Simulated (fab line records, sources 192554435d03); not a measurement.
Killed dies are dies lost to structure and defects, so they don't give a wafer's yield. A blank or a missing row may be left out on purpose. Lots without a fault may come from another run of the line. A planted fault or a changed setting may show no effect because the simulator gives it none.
A struck lot beside a sound one | flow n5_finfet | 22 steps out of a route of 1938
Sound: wafers L246.4, L246.5, L246.6. Struck: wafers L251.1, L251.3, L251.5. The cause comes at the end.
At each step with rows: each side's tool, then ch and its chambers, then its first start. Under that, the readings that differ: sound wafers | struck wafers | difference of the means | sigmas: that difference in standard deviations of wafers without a fault.
alike: readings whose means differ by less than 2 such deviations, and words and numbers that are the same on both sides. not compared: withheld readings, readings that some wafer has no value for, bounds like >300 that may hide the same value, and numbers for which the record gives no deviation and whose values overlap.
The two part at a step that has a row with sigmas, a row that says differs or no value, or rows on one side only. Numbers that don't overlap but have no deviation are shown without sigmas and don't part them. A reading that every wafer of one side lacks parts them only if that side has two wafers or more.

first, 11 steps without rows for these wafers: N5_HKMG_FIN_WET_ETCH_78 (etches Al2O3 in dNH4OH, stops on La2O3, target depth 4.5 nm, rinse time 30 s); N5_HKMG_FIN_ALD_79 (deposits TiN, target thk 1.5 nm, pulse time 1 s, purge time 3 s); N5_HKMG_FIN_CVD_62 (deposits a-Si from Si2H6, target thk 3 nm, time 20.8 s); N5_HKMG_FIN_RTA_80 (time 2 s); N5_HKMG_FIN_PRECLEAN_64 (cleans in dHF, time 30 s); N5_HKMG_FIN_WET_ETCH_65 (etches a-Si in TMAH, stops on TiN, time 49 s, target depth 3 nm); N5_HKMG_FIN_WET_ETCH_81 (etches TiN in SC1, stops on HfO2, time 57 s, target depth 6 nm); N5_HKMG_FIN_WET_ETCH_82 (etches La2O3 in dHCl, stops on HfO2, target depth 2 nm, rinse time 30 s); N5_HKMG_FIN_ALD_36 (deposits TiN, target thk 1 nm, pulse time 1 s, purge time 3 s); N5_HKMG_FIN_PWFM_ALD_03 (deposits TiN, target thk 2 nm, pulse time 1 s, purge time 3 s); N5_HKMG_FIN_COAT_29 (time 60 s, resist thk 300 nm).
N5_HKMG_FIN_COAT_30: time 60 s, resist thk 35 nm.
  sound on litho_track-04 ch 0, day 7 06:26; struck on litho_track-04 ch 0, day 8 10:15
  reading                                     | sound                | struck               | difference | sigmas
  spin_speed_rpm (rpm)                        | 1499.0 1500.7 1498.8 | 1463.2 1466.2 1463.7 | -35.1      | -32
  model.SiARC_of_HKMG_FIN_COAT_30.thk_nm (nm) | 35 35.2 35           | 35.4 35.4 35.6       | +0.4       |
  alike: chill_plate_temp_C
then, 7 steps without rows for these wafers: N5_HKMG_FIN_COAT_06 (resist thk 90 nm); N5_HKMG_FIN_EBR_08; N5_HKMG_FIN_SOFTBAKE_07 (time 60 s); N5_HKMG_FIN_EXPOSE_09 (exposes mask NWFM); N5_HKMG_FIN_PEB_10 (peb time 60 s); N5_HKMG_FIN_DEVELOP_11 (develop time 30 s); N5_HKMG_FIN_DESCUM_17 (chemistry O2, time 7.9 s).
N5_HKMG_FIN_ETCH_31: etches SiARC in CF4, target depth 45.5 nm, time 75.8 s.
  sound on rie_diel-05 ch 0,1,3, day 7 07:11; struck on rie_diel-02 ch 0,1,3, day 8 10:37
  reading                  | sound             | struck           | difference | sigmas
  model.etch.depth_nm (nm) | 35.02 35.25 35.05 | 35.5 35.47 35.51 | +0.4       |
  alike: drypump_motor_current_A, etch_rf_on_time_s, oes_product_au, rf_fwd_power_W, rf_vpp_V, showerhead_plenum_p_Torr, throttle_valve_pct
  not compared: rf_hours_counter_h
then, 1 step without rows for these wafers: N5_HKMG_FIN_ETCH_32 (etches SOC in N2/H2, target depth 240 nm, time 300 s).
-- the record jumps here: 4 days lie between the struck wafers' starts before and after (it left off in module HKMG_FIN and takes up again in module BEOL_M4, whose first step shown is number 1111 of the route) --
N5_BEOL_M4_RC_MEAS_101:
  sound on prober-02 ch 0, day 11 05:56; struck on prober-02 ch 0, day 12 11:20
  alike: DIBL_N, DIBL_P, IOFF_N, IOFF_P, ION_N, ION_P, SS_N, SS_P, VT_N, VT_P

WHERE THEY PART
Only at N5_HKMG_FIN_COAT_30, within this record. Later steps at which nothing parts them and some readings are alike: N5_HKMG_FIN_ETCH_31, N5_BEOL_M4_RC_MEAS_101.

WHY: what the simulator had put in
Process parameter drift: litho_track-04, from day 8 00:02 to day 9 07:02, at N5_HKMG_FIN_COAT_30. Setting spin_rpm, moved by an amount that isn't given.
